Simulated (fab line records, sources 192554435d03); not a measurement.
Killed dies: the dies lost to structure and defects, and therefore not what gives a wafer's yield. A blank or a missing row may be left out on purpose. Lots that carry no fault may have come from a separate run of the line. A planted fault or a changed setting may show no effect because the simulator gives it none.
Chamber matching | flow n5Finfet | 4 sister chambers for N5_FIN_SAQP_SPACER1_ALD_24 on aldSin-04
The step deposits SiO2, target thk 20.3 nm, pulse time 1 s, purge time 2 s. 22 wafers are shown with their chamber, then 11 later ones without.

== WAFERS, EACH WITH ITS CHAMBER ==
wafer  | chamber | heaterPowerW (W) | precursorPulseHeightRel
L075.1 | 3       | 527              | 1.030
L075.2 | 0       | 493              | 1.015
L075.6 | 0       | 485              | 1.014
L076.1 | 3       | 522              | 0.982
L076.3 | 2       | 449              | 0.976
L076.6 | 3       | 511              | 1.002
L079.1 | 1       | 466              | 1.003
L079.4 | 2       | 459              | 0.999
L079.6 | 0       | 495              | 1.006
L083.1 | 3       | 515              | 1.047
L083.4 | 2       | 453              | 1.022
L083.5 | 1       | 482              | 1.020
L084.1 | 2       | 454              | 1.034
L084.5 | 3       | 512              | 0.994
L084.6 | 0       | 489              | 1.030
L086.1 | 3       | 504              | 1.005
L086.2 | 1       | 468              | 1.003
L086.4 | 2       | 461              | 1.005
L090.4 | 0       | 482              | 1.023
L090.5 | 1       | 470              | 1.010
L090.6 | 0       | 491              | 0.992
L093.2 | 1       | 470              | 0.990

SIGNATURES (averages over the wafers above)
reading                 | chamber 0 | chamber 1 | chamber 2 | chamber 3 | scatter within a chamber
heaterPowerW            | 489.17    | 471.20    | 455.20    | 515.17    | 6.28
precursorPulseHeightRel | 1.01333   | 1.00520   | 1.00720   | 1.01000   | 0.0186
Rule: distance of a wafer from a chamber = root of the sum over the readings of ((wafer's reading minus chamber's mean) / reading's scatter) squared. The wafer belongs to the nearest chamber; if the next one is less than 2 further off, it can't be placed. How the scatter is found: for the shown wafers, subtract from each reading the mean of its chamber, square and add these, divide the total by (wafers less chambers), then take the root.

== WAFERS WITHOUT THEIR CHAMBER ==
wafer  | heaterPowerW (W) | precursorPulseHeightRel
L093.3 | 455              | 1.028
L093.5 | 493              | 0.972
L095.1 | 509              | 0.984
L095.3 | 492              | 0.972
L095.5 | 528              | 1.021
L096.1 | 475              | 0.996
L096.5 | 501              | 1.001
L096.6 | 454              | 1.014
L097.1 | 458              | 0.996
L097.3 | 525              | 1.027
L097.5 | 475              | 1.048

== CHAMBER TAKEN BY EACH ==
wafer  | from the rows above          | in truth
L093.3 | can't be placed: 2 or 1      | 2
L093.5 | can't be placed: 0 or 1 or 3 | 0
L095.1 | can't be placed: 3 or 0      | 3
L095.3 | can't be placed: 0 or 1 or 3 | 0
L095.5 | 3                            | 3
L096.1 | can't be placed: 1 or 0      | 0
L096.5 | can't be placed: 0 or 3      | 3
L096.6 | 2                            | 2
L097.1 | can't be placed: 2 or 1      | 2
L097.3 | 3                            | 3
L097.5 | can't be placed: 1 or 0 or 2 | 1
Correctly placed: 3 of 11. From these rows, 8 cannot be placed; in 8 the true chamber is one of the candidates. Placed wrongly: 0.
